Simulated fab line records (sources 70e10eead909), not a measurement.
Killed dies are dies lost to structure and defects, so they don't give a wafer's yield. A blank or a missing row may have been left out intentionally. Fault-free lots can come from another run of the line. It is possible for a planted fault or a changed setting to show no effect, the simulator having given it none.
Chamber matching / flow nandHarc / 4 sister chambers for NHARC_A_SLIT_DESCUM_14 on rieDiel-03
The step chemistry O2, time 3 s. 7 wafers are shown with their chamber, then 9 later ones without.

EACH WAFER AND ITS CHAMBER
wafer=L084.2; chamber=2; drypumpMotorCurrentA (A)=6.8; oesProductAu (a.u.)=0.989
wafer=L084.5; chamber=2; drypumpMotorCurrentA (A)=6.8; oesProductAu (a.u.)=0.999
wafer=L083.5; chamber=3; drypumpMotorCurrentA (A)=5.1; oesProductAu (a.u.)=1.003
wafer=L085.2; chamber=1; drypumpMotorCurrentA (A)=6.2; oesProductAu (a.u.)=1.005
wafer=L089.2; chamber=0; drypumpMotorCurrentA (A)=4.7; oesProductAu (a.u.)=1.002
wafer=L089.4; chamber=3; drypumpMotorCurrentA (A)=5.0; oesProductAu (a.u.)=1.003
wafer=L089.5; chamber=0; drypumpMotorCurrentA (A)=4.7; oesProductAu (a.u.)=0.997

WAFERS WITH NO CHAMBER GIVEN
wafer=L093.1; drypumpMotorCurrentA (A)=5.0; oesProductAu (a.u.)=1.000
wafer=L093.2; drypumpMotorCurrentA (A)=4.7; oesProductAu (a.u.)=1.006
wafer=L093.6; drypumpMotorCurrentA (A)=5.0; oesProductAu (a.u.)=1.001
wafer=L092.1; drypumpMotorCurrentA (A)=6.8; oesProductAu (a.u.)=1.001
wafer=L092.2; drypumpMotorCurrentA (A)=6.1; oesProductAu (a.u.)=1.005
wafer=L092.6; drypumpMotorCurrentA (A)=5.0; oesProductAu (a.u.)=1.001
wafer=L094.1; drypumpMotorCurrentA (A)=4.7; oesProductAu (a.u.)=0.998
wafer=L094.3; drypumpMotorCurrentA (A)=6.2; oesProductAu (a.u.)=1.015
wafer=L094.6; drypumpMotorCurrentA (A)=4.7; oesProductAu (a.u.)=1.003

WHICH CHAMBER EACH WENT THROUGH
wafer=L093.1; from the rows above=3; in truth=3
wafer=L093.2; from the rows above=0; in truth=0
wafer=L093.6; from the rows above=3; in truth=3
wafer=L092.1; from the rows above=2; in truth=2
wafer=L092.2; from the rows above=1; in truth=1
wafer=L092.6; from the rows above=3; in truth=3
wafer=L094.1; from the rows above=0; in truth=0
wafer=L094.3; from the rows above=1; in truth=1
wafer=L094.6; from the rows above=0; in truth=0
9 of 9 placed correctly. Left unplaced by these rows: 0. Wrongly placed: 0.
How it was worked out, from the rows above alone: a wafer's distance from a chamber is the root of the sum, over the readings, of the square of ((its reading less the chamber's mean) divided by the reading's scatter). The wafer belongs to the nearest chamber; if the next one is less than 2 further off, it can't be placed. A chamber's mean is the mean of its shown wafers. How the scatter is found: for the shown wafers, subtract from each reading the mean of its chamber, square and add these, divide the total by (wafers less chambers), then take the root.
